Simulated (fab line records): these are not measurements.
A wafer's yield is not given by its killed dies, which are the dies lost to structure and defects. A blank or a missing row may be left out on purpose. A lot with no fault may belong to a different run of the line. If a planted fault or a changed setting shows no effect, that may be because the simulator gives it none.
Split-lot experiment | flow n5Finfet | route with 1938 steps; 7 lots, 21 wafers read

== ON THE SPLIT ==
At N5_BEOL_M9_TRENCH_ETCH_37 (etches SiCOH lowk in C4F6/O2, target depth 151.43 nm, time 49 s), the setting biasW was moved away from the recipe's 185 W on 7 of the 21 wafers read, by -16.2% to +9.7%. For the rest of the wafers, this setting stayed at what the recipe calls for.

Reading taken at the split's own step.

== THE READING ==
rfVppV, in V, at N5_BEOL_M9_TRENCH_ETCH_37 (etches SiCOH lowk in C4F6/O2, target depth 151.43 nm, time 49 s). Typical for fault-free wafers on this fab line: 663 V, with standard deviation 11 V.

wafer  | tool, chamber at the split | biasW as run, W | against the recipe | rfVppV, V | against lot-mates on the recipe
L075.2 | rieDiel-04, 0              | 198.8           | +7.5%              | 711       | +43
L075.5 | rieDiel-04, 1              | 185             | recipe             | 675       | -
L075.6 | rieDiel-04, 2              | 185             | recipe             | 661       | -
L081.2 | rieDiel-01, 0              | 167.8           | -9.3%              | 596       | no lot-mate on the recipe
L081.3 | rieDiel-01, 2              | 167.8           | -9.3%              | 599       | no lot-mate on the recipe
L081.6 | rieDiel-01, 0              | 167.8           | -9.3%              | 595       | no lot-mate on the recipe
L083.1 | rieDiel-04, 1              | 185             | recipe             | 675       | -
L083.4 | rieDiel-04, 3              | 185             | recipe             | 672       | -
L083.5 | rieDiel-04, 0              | 185             | recipe             | 669       | -
L085.2 | rieDiel-04, 3              | 185             | recipe             | 670       | -
L085.5 | rieDiel-04, 3              | 185             | recipe             | 671       | -
L085.6 | rieDiel-04, 0              | 185             | recipe             | 671       | -
L087.3 | rieDiel-03, 2              | 185             | recipe             | 645       | -
L087.5 | rieDiel-03, 3              | 203             | +9.7%              | 716       | +60
L087.6 | rieDiel-03, 0              | 185             | recipe             | 666       | -
L094.3 | rieDiel-04, 1              | 185             | recipe             | 674       | -
L094.5 | rieDiel-04, 0              | 200.2           | +8.2%              | 714       | +42
L094.6 | rieDiel-04, 3              | 185             | recipe             | 670       | -
L095.1 | rieDiel-03, 2              | 185             | recipe             | 645       | -
L095.4 | rieDiel-03, 2              | 185             | recipe             | 644       | -
L095.5 | rieDiel-03, 1              | 155.1           | -16.2%             | 579       | -66

FIT RESULTS
A straight line over all 21 wafers: rfVppV changes by +6.11 V for each +1% of biasW; r = +0.96; the points scatter about the line by 11 V.
The same after taking each lot's own level away (the mean of its wafers on the recipe; 18 wafers): +4.79 V for each +1%; r = +0.97; scatter 6.5 V.
The reading moves by 77 V for the largest change in biasW, on that fit.
From 644.5 to 672.0 V: that is the span of the lots' own levels, equal to 2.5 times the standard deviation above.
In other words, the slope is changed by the lot-to-lot level; the two fits disagree.
Check: -93.3 V against its lot-mates is what the line predicts for one of the wafers moved furthest among these (-16.2%) when that wafer is left out of the fit. It came out at -65.5 V against them.
Tool readings at the split's step, against how far the setting was moved: rfVppV r = +0.96.

== FURTHER SPLITS ON THESE WAFERS ==
Before the reading, these wafers also passed through other splits. Each is held against what the fit with the lots' levels taken away leaves over:
other split on the same wafers    | wafers away from the commonest value | r with rfVppV (lot level and that fit taken away)
N5_BEOL_M6_ILD_DEP_00 timeS       | 6                                    | -0.21
N5_BEOL_M6_TRENCH_ETCH_37 sourceW | 6                                    | +0.03
N5_BEOL_M8_PECVD_70 tempC         | 9                                    | -0.17
N5_BEOL_M8_VIA_ETCH_34 sourceW    | 7                                    | +0.20
N5_BEOL_M8_TRENCH_ETCH_37 timeS   | 6                                    | -0.65
N5_BEOL_M9_ETCH_66 timeS          | 8                                    | -0.08

== FILE'S OWN FIT ==
rfVppV changes by +4.81 V for each +1% of biasW, r = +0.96.
